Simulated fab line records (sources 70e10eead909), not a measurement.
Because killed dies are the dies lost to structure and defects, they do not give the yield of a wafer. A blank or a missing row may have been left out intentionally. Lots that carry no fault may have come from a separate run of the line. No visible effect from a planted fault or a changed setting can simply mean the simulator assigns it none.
Which of the tools did it?	flow nandHarc	20 lots, 60 wafers sampled, at 6 steps of a route of 1159

WHAT THE GAUGES SHOWED, per wafer
No reading from a measuring or inspecting step in the record can be judged against a usual standard deviation.

TOOL THAT RAN EACH LOT (tool first, then ch and the chambers of the sampled wafers, then the start)
lot	NHARC_A_CHANNEL_FILL_D1_ETCHBACK_19	NHARC_A_STAIRCASE_ETCH_169	NHARC_A_STAIRCASE_DESCUM_11	NHARC_A_STAIRCASE_TRIM_200	NHARC_A_STAIRCASE_TRIM_222	NHARC_A_STAIRCASE_STRIP_238
L074	rieSi-03 ch 1,3, day 9 17:57	rieDiel-11 ch 1,2, day 10 22:37	rieDiel-11 ch 0,3, day 11 00:28	rieDiel-11 ch 0,2, day 11 12:45 or earlier	rieDiel-13 ch 0,1, day 11 12:45 or earlier	plasmaAsher-01 ch 0,1, day 11 12:45
L075	rieSi-04 ch 0,2,3, day 10 00:23	rieDiel-13 ch 0,1,3, day 11 01:20	rieDiel-11 ch 0,1,3, day 11 02:56	rieDiel-13 ch 0,1,2, day 11 13:10 or earlier	rieDiel-01 ch 0,2,3, day 11 13:10 or earlier	plasmaAsher-01 ch 0,1, day 11 13:10
L077	rieSi-04 ch 1,2,3, day 10 04:10	rieDiel-13 ch 2,3, day 11 06:41	rieDiel-11 ch 0,2,3, day 11 08:31	rieDiel-13 ch 0,1,3, day 11 18:55 or earlier	rieDiel-13 ch 2,3, day 11 18:55 or earlier	plasmaAsher-02 ch 0,1, day 11 18:55
L076	rieSi-03 ch 0,2,3, day 10 04:11	rieDiel-01 ch 0,2,3, day 11 06:25	rieDiel-01 ch 0,2, day 11 08:08	rieDiel-11 ch 1,3, day 11 17:52 or earlier	rieDiel-11 ch 0,1,3, day 11 17:52 or earlier	plasmaAsher-02 ch 0,1, day 11 17:52
L078	rieSi-02 ch 1,2,3, day 10 14:17	rieDiel-01 ch 1,2, day 11 15:24	rieDiel-01 ch 0,1,2, day 11 17:12	rieDiel-11 ch 0,2, day 12 06:06 or earlier	rieDiel-11 ch 0,2,3, day 12 06:06 or earlier	plasmaAsher-02 ch 0,1, day 12 06:06
L081	rieSi-02 ch 0,1,2, day 11 13:03	rieDiel-01 ch 0,1,3, day 12 18:22	rieDiel-11 ch 0,2,3, day 12 20:17	rieDiel-13 ch 1,2,3, day 13 06:24 or earlier	rieDiel-13 ch 1,2,3, day 13 06:24 or earlier	plasmaAsher-01 ch 0,1, day 13 06:24
L082	rieSi-03 ch 0,1,3, day 11 13:04	rieDiel-11 ch 2,3, day 12 13:53	rieDiel-11 ch 1,2, day 12 16:55	rieDiel-01 ch 0,1, day 13 04:48 or earlier	rieDiel-13 ch 1,2, day 13 04:48 or earlier	plasmaAsher-02 ch 0,1, day 13 04:48
L083	rieSi-04 ch 1,2,3, day 11 20:14	rieDiel-01 ch 0,1,2, day 12 21:20	rieDiel-11 ch 0,1,2, day 12 23:05	rieDiel-13 ch 0,1,3, day 13 09:46 or earlier	rieDiel-01 ch 1,2,3, day 13 09:46 or earlier	plasmaAsher-02 ch 0,1, day 13 09:46
L085	rieSi-02 ch 0,2,3, day 12 17:17	rieDiel-11 ch 0,2,3, day 13 18:28	rieDiel-01 ch 0,1,2, day 13 20:13	rieDiel-13 ch 0,2,3, day 14 06:59 or earlier	rieDiel-13 ch 0,1,3, day 14 06:59 or earlier	plasmaAsher-01 ch 0,1, day 14 06:59
L087	rieSi-03 ch 2,3, day 12 17:20	rieDiel-11 ch 1,3, day 13 18:08	rieDiel-13 ch 1,3, day 13 19:55	rieDiel-11 ch 0,3, day 14 07:42 or earlier	rieDiel-13 ch 1,2, day 14 07:42 or earlier	plasmaAsher-02 ch 0,1, day 14 07:42
L088	rieSi-02 ch 0,2,3, day 13 05:27	rieDiel-13 ch 0,2,3, day 14 07:10	rieDiel-13 ch 0,1,3, day 14 08:56	rieDiel-11 ch 0,1,2, day 14 19:26 or earlier	rieDiel-13 ch 1,2,3, day 14 19:26 or earlier	plasmaAsher-02 ch 0,1, day 14 19:26
L090	rieSi-02 ch 1,2,3, day 13 12:07	rieDiel-11 ch 0,2,3, day 14 13:09	rieDiel-13 ch 1,2,3, day 14 14:56	rieDiel-13 ch 0,1,3, day 15 01:08 or earlier	rieDiel-13 ch 0,2,3, day 15 01:08 or earlier	plasmaAsher-02 ch 0,1, day 15 01:08
L089	rieSi-03 ch 1,2,3, day 13 12:07	rieDiel-11 ch 0,2, day 14 13:15	rieDiel-01 ch 0,1,2, day 14 15:07	rieDiel-01 ch 0,3, day 15 03:14 or earlier	rieDiel-11 ch 0,1,3, day 15 03:14 or earlier	plasmaAsher-01 ch 0,1, day 15 03:14
L091	rieSi-03 ch 0,1,2, day 13 16:53	rieDiel-13 ch 1,2, day 14 17:46	rieDiel-13 ch 0,1,2, day 14 19:33	rieDiel-01 ch 0,1,3, day 15 07:23 or earlier	rieDiel-13 ch 1,2,3, day 15 07:23 or earlier	plasmaAsher-02 ch 0,1, day 15 07:23
L092	rieSi-03 ch 0,1,3, day 14 01:59	rieDiel-13 ch 0,2,3, day 15 03:41	rieDiel-01 ch 0,1,3, day 15 05:36	rieDiel-01 ch 0,1,2, day 15 17:52 or earlier	rieDiel-11 ch 0,2,3, day 15 17:52 or earlier	plasmaAsher-02 ch 0,1, day 15 17:52
L093	rieSi-03 ch 1,2,3, day 14 09:58	rieDiel-11 ch 0,2,3, day 15 11:06	rieDiel-13 ch 0,2,3, day 15 12:52	rieDiel-13 ch 0,2,3, day 16 02:13 or earlier	rieDiel-13 ch 1,2,3, day 16 02:13 or earlier	plasmaAsher-01 ch 0,1, day 16 02:13
L094	rieSi-04 ch 2,3, day 14 09:58	rieDiel-01 ch 0,2, day 15 11:16	rieDiel-11 ch 0,1,3, day 15 13:13	rieDiel-01 ch 0,2, day 16 04:14 or earlier	rieDiel-13 ch 0,1, day 16 04:14 or earlier	plasmaAsher-01 ch 0,1, day 16 04:14
L096	rieSi-04 ch 0,2, day 14 23:06	rieDiel-01 ch 1,2, day 15 23:56	rieDiel-13 ch 1,2, day 16 01:52	rieDiel-13 ch 1,2,3, day 16 13:11 or earlier	rieDiel-01 ch 0,3, day 16 13:11 or earlier	plasmaAsher-01 ch 0,1, day 16 13:11
L097	rieSi-04 ch 0,3, day 15 05:17	rieDiel-01 ch 1,2, day 16 09:11	rieDiel-13 ch 1,3, day 16 10:55	rieDiel-11 ch 1,2,3, day 16 21:44 or earlier	rieDiel-01 ch 0,2,3, day 16 21:44 or earlier	plasmaAsher-01 ch 0,1, day 16 21:44
L095	rieSi-02 ch 0,1,2, day 15 05:19	rieDiel-13 ch 0,1,2, day 16 09:22	rieDiel-13 ch 0,1,3, day 16 11:07	rieDiel-13 ch 1,3, day 16 22:11 or earlier	rieDiel-11 ch 0,2,3, day 16 22:11 or earlier	plasmaAsher-02 ch 0,1, day 16 22:11
- NHARC_A_CHANNEL_FILL_D1_ETCHBACK_19: etches the open film in HBr/Cl2, target depth 5 nm, time 1.7 s.
- NHARC_A_STAIRCASE_ETCH_169: etches the open film in CH3F/O2, target depth 50 nm, time 107.1 s.
- NHARC_A_STAIRCASE_DESCUM_11: chemistry O2, time 3 s.
- NHARC_A_STAIRCASE_TRIM_200: chemistry O2, time 211.2 s.
- NHARC_A_STAIRCASE_TRIM_222: chemistry O2, time 211.2 s.
- NHARC_A_STAIRCASE_STRIP_238: strips in O2.

AS READ BY THE TOOLS THEMSELVES (means over the sampled wafers that have a number; for cases with no such wafer, the mark the record gives instead)
NHARC_A_CHANNEL_FILL_D1_ETCHBACK_19. Usual: drypumpMotorCurrentA 5.7 A, standard deviation 0.57; heBacksideLeakSccm 2.7 sccm, standard deviation 0.33; oesProductAu 1.006 a.u., standard deviation 0.018; throttleValvePct 26.407 %, standard deviation 0.0084.
lot	tool	drypumpMotorCurrentA (A)	heBacksideLeakSccm (sccm)	oesProductAu (a.u.)	throttleValvePct (%)	flag
L074	rieSi-03	5.2	2.3	1.001	26.413	
L075	rieSi-04	6.0	2.6	1.009	26.420	
L077	rieSi-04	5.6	2.6	1.001	26.411	
L076	rieSi-03	5.6	2.6	1.008	26.402	
L078	rieSi-02	5.6	2.7	1.014	26.402	
L081	rieSi-02	5.8	2.9	1.010	26.406	
L082	rieSi-03	5.6	2.4	1.011	26.407	
L083	rieSi-04	5.6	2.6	0.998	26.407	
L085	rieSi-02	5.9	2.9	1.024	26.405	
L087	rieSi-03	5.2	2.7	0.985	26.397	
L088	rieSi-02	5.9	3.0	1.025	26.416	
L090	rieSi-02	5.6	2.9	1.009	26.400	
L089	rieSi-03	5.2	2.5	0.991	26.411	
L091	rieSi-03	5.7	2.6	0.989	26.409	
L092	rieSi-03	5.6	2.4	1.000	26.410	
L093	rieSi-03	5.2	2.5	0.986	26.407	
L094	rieSi-04	6.2	2.6	1.014	26.401	
L096	rieSi-04	5.6	2.5	0.991	26.407	
L097	rieSi-04	6.4	2.8	1.000	26.411	
L095	rieSi-02	5.8	2.9	1.018	26.406	

NHARC_A_STAIRCASE_ETCH_169. Usual: drypumpMotorCurrentA 5.7 A, standard deviation 0.34; mfcArSccm 199.9 sccm, standard deviation 0.59; oesProductAu 0.958 a.u., standard deviation 0.021; rfVppV 244.7 V, standard deviation 1.5; showerheadPlenumPTorr 2.49 Torr, standard deviation 0.093; throttleValvePct 20.663 %, standard deviation 0.009.
lot	tool	drypumpMotorCurrentA (A)	mfcArSccm (sccm)	oesProductAu (a.u.)	rfVppV (V)	showerheadPlenumPTorr (Torr)	throttleValvePct (%)	flag
L074	rieDiel-11	5.7	200.2	0.969	244.2	2.39	20.660	
L075	rieDiel-13	5.8	200.3	0.970	244.9	2.52	20.658	
L077	rieDiel-13	5.4	200.0	0.941	243.8	2.43	20.662	
L076	rieDiel-01	5.8	199.9	0.959	246.2	2.54	20.662	
L078	rieDiel-01	5.8	199.2	0.983	242.7	2.41	20.666	
L081	rieDiel-01	5.8	200.3	0.958	243.6	2.44	20.658	
L082	rieDiel-11	5.7	200.4	0.950	243.4	2.44	20.655	
L083	rieDiel-01	5.7	199.8	0.923	244.7	2.47	20.670	
L085	rieDiel-11	5.6	199.8	0.973	244.3	2.50	20.661	
L087	rieDiel-11	5.8	199.8	0.959	244.1	2.45	20.664	
L088	rieDiel-13	5.8	200.2	0.981	244.6	2.50	20.666	
L090	rieDiel-11	5.6	199.9	0.916	244.7	2.50	20.661	
L089	rieDiel-11	5.5	199.2	0.946	244.7	2.51	20.661	
L091	rieDiel-13	5.4	199.6	0.959	244.5	2.49	20.670	
L092	rieDiel-13	5.7	200.7	0.989	245.7	2.50	20.667	
L093	rieDiel-11	5.6	199.8	0.962	244.2	2.50	20.663	
L094	rieDiel-01	5.5	199.5	0.943	245.0	2.52	20.668	
L096	rieDiel-01	5.8	200.0	0.982	244.6	2.49	20.653	
L097	rieDiel-01	5.8	200.0	0.973	243.7	2.40	20.669	
L095	rieDiel-13	5.8	200.2	0.969	245.1	2.53	20.671	

NHARC_A_STAIRCASE_DESCUM_11. Usual: drypumpMotorCurrentA 5.7 A, standard deviation 0.37; mfcArSccm 0.008 sccm, standard deviation 0.012; oesProductAu 1.003 a.u., standard deviation 0.011; rfVppV 57.9 V, standard deviation 0.91; showerheadPlenumPTorr 1.94 Torr, standard deviation 0.072; throttleValvePct 11.311 %, standard deviation 0.009.
lot	tool	drypumpMotorCurrentA (A)	mfcArSccm (sccm)	oesProductAu (a.u.)	rfVppV (V)	showerheadPlenumPTorr (Torr)	throttleValvePct (%)	flag
L074	rieDiel-11	5.7	0.013	0.989	57.2	2.01	11.306	
L075	rieDiel-11	5.7	0.007	0.994	57.9	1.96	11.302	
L077	rieDiel-11	5.6	0.008	0.997	57.8	1.95	11.307	
L076	rieDiel-01	5.7	0.029	1.012	57.9	2.00	11.306	
L078	rieDiel-01	5.7	0.026	1.003	57.9	1.92	11.315	
L081	rieDiel-11	5.6	0.008	1.001	58.6	1.95	11.316	
L082	rieDiel-11	5.7	0.001	0.984	57.3	1.86	11.306	
L083	rieDiel-11	5.6	0.001	1.002	57.8	1.91	11.309	
L085	rieDiel-01	5.7	0.026	0.999	57.7	1.92	11.311	
L087	rieDiel-13	5.5	0.000	1.003	58.0	1.89	11.311	
L088	rieDiel-13	5.9	0.000	1.014	58.5	1.95	11.320	
L090	rieDiel-13	5.4	0.000	1.012	58.2	1.91	11.305	
L089	rieDiel-01	5.7	0.026	0.997	58.5	1.92	11.323	
L091	rieDiel-13	5.7	0.000	1.013	58.0	1.97	11.311	
L092	rieDiel-01	5.7	0.014	0.995	57.7	1.89	11.309	
L093	rieDiel-13	5.7	0.000	1.009	57.9	1.95	11.309	
L094	rieDiel-11	5.7	0.007	1.005	57.9	1.95	11.297	
L096	rieDiel-13	5.4	0.000	1.005	57.7	1.94	11.316	
L097	rieDiel-13	5.5	0.000	1.009	58.3	1.91	11.301	
L095	rieDiel-13	5.8	0.000	1.009	57.4	1.95	11.306	

NHARC_A_STAIRCASE_TRIM_200. Usual: drypumpMotorCurrentA 5.7 A, standard deviation 0.4; mfcArSccm 0.007 sccm, standard deviation 0.011; oesProductAu 1.001 a.u., standard deviation 0.013; rfVppV 57.9 V, standard deviation 0.87; showerheadPlenumPTorr 3.57 Torr, standard deviation 0.13; throttleValvePct 17.037 %, standard deviation 0.0085.
lot	tool	drypumpMotorCurrentA (A)	mfcArSccm (sccm)	oesProductAu (a.u.)	rfVppV (V)	showerheadPlenumPTorr (Torr)	throttleValvePct (%)	flag
L074	rieDiel-11	5.6	0.003	0.996	58.1	3.52	17.042	
L075	rieDiel-13	5.8	0.000	1.005	57.8	3.65	17.034	
L077	rieDiel-13	5.9	0.000	1.008	58.4	3.61	17.042	
L076	rieDiel-11	5.8	0.013	0.986	58.1	3.60	17.039	
L078	rieDiel-11	5.5	0.001	0.998	57.9	3.61	17.036	
L081	rieDiel-13	5.4	0.000	1.008	58.5	3.53	17.038	
L082	rieDiel-01	5.7	0.022	1.001	58.3	3.42	17.033	
L083	rieDiel-13	5.9	0.000	1.009	58.3	3.60	17.030	
L085	rieDiel-13	5.8	0.000	1.015	58.3	3.59	17.042	
L087	rieDiel-11	5.7	0.013	0.986	57.4	3.67	17.041	
L088	rieDiel-11	5.6	0.001	1.002	57.9	3.51	17.040	
L090	rieDiel-13	5.9	0.000	1.007	58.7	3.60	17.037	
L089	rieDiel-01	5.9	0.006	0.977	57.9	3.58	17.031	
L091	rieDiel-01	5.8	0.014	0.992	57.6	3.49	17.039	
L092	rieDiel-01	5.7	0.026	0.997	58.0	3.53	17.038	
L093	rieDiel-13	5.8	0.000	1.012	58.4	3.58	17.041	
L094	rieDiel-01	5.7	0.029	0.996	57.3	3.65	17.034	
L096	rieDiel-13	5.4	0.000	1.003	56.8	3.52	17.037	
L097	rieDiel-11	5.7	0.008	0.996	57.2	3.49	17.023	
L095	rieDiel-13	5.5	0.000	1.001	57.8	3.52	17.031	

NHARC_A_STAIRCASE_TRIM_222. Usual: drypumpMotorCurrentA 5.7 A, standard deviation 0.41; mfcArSccm 0.007 sccm, standard deviation 0.011; oesProductAu 1.004 a.u., standard deviation 0.012; rfVppV 57.8 V, standard deviation 0.88; showerheadPlenumPTorr 3.57 Torr, standard deviation 0.12; throttleValvePct 17.037 %, standard deviation 0.0078.
lot	tool	drypumpMotorCurrentA (A)	mfcArSccm (sccm)	oesProductAu (a.u.)	rfVppV (V)	showerheadPlenumPTorr (Torr)	throttleValvePct (%)	flag
L074	rieDiel-13	5.9	0.000	0.993	57.8	3.65	17.033	
L075	rieDiel-01	5.8	0.018	1.005	57.4	3.63	17.042	
L077	rieDiel-13	5.3	0.000	1.009	57.2	3.54	17.041	
L076	rieDiel-11	5.7	0.007	0.990	58.3	3.61	17.032	
L078	rieDiel-11	5.6	0.008	1.002	58.5	3.60	17.038	
L081	rieDiel-13	5.4	0.000	1.009	57.2	3.53	17.038	
L082	rieDiel-13	5.3	0.000	1.009	58.0	3.58	17.038	
L083	rieDiel-01	5.9	0.020	1.012	57.8	3.54	17.036	
L085	rieDiel-13	5.9	0.000	1.004	58.3	3.60	17.038	
L087	rieDiel-13	5.4	0.000	1.006	58.1	3.57	17.027	
L088	rieDiel-13	5.4	0.000	1.007	57.5	3.53	17.038	
L090	rieDiel-13	5.8	0.000	1.015	57.5	3.59	17.029	
L089	rieDiel-11	5.7	0.007	1.000	57.4	3.60	17.036	
L091	rieDiel-13	5.4	0.000	1.006	57.9	3.52	17.033	
L092	rieDiel-11	5.6	0.008	1.002	59.2	3.58	17.037	
L093	rieDiel-13	5.4	0.000	1.010	57.2	3.52	17.036	
L094	rieDiel-13	5.9	0.000	1.010	58.0	3.63	17.033	
L096	rieDiel-01	5.9	0.006	0.986	58.4	3.57	17.038	
L097	rieDiel-01	5.8	0.018	0.986	57.7	3.61	17.044	
L095	rieDiel-11	5.6	0.008	1.011	57.2	3.58	17.046	

NHARC_A_STAIRCASE_STRIP_238. Usual: drypumpMotorCurrentA 5.7 A, standard deviation 0.34; heaterPowerW 352 W, standard deviation 8.8.
lot	tool	drypumpMotorCurrentA (A)	heaterPowerW (W)	flag
L074	plasmaAsher-01	5.5	369	
L075	plasmaAsher-01	5.4	364	
L077	plasmaAsher-02	5.7	350	
L076	plasmaAsher-02	5.7	350	
L078	plasmaAsher-02	5.7	347	
L081	plasmaAsher-01	5.5	355	
L082	plasmaAsher-02	5.9	349	
L083	plasmaAsher-02	5.7	351	
L085	plasmaAsher-01	5.5	356	
L087	plasmaAsher-02	5.9	351	
L088	plasmaAsher-02	5.7	351	
L090	plasmaAsher-02	5.7	351	
L089	plasmaAsher-01	5.4	350	
L091	plasmaAsher-02	5.9	351	
L092	plasmaAsher-02	5.7	348	
L093	plasmaAsher-01	5.5	353	
L094	plasmaAsher-01	5.4	354	
L096	plasmaAsher-01	5.4	351	
L097	plasmaAsher-01	5.4	351	
L095	plasmaAsher-02	5.9	334	

THE ANSWER, worked out from the rows above alone
Rule: a lot is off if the mean of its wafers that have a number lies more than 3 standard deviations from the usual mean. Also off: a lot with no number at a reading for which 4 or more lots have one. All remaining lots with rows at the step are treated as sound. After the gauges, taken in route order, come the tools' own readings; for these a lot's mean is taken, as printed above. At the first step where some lot is off, the reading lying furthest off is the one used; lots without a number count as furthest.
Across all readings shown, no lot is off: no conclusion can be drawn from this.

WHAT WAS PUT IN BY THE SIMULATOR
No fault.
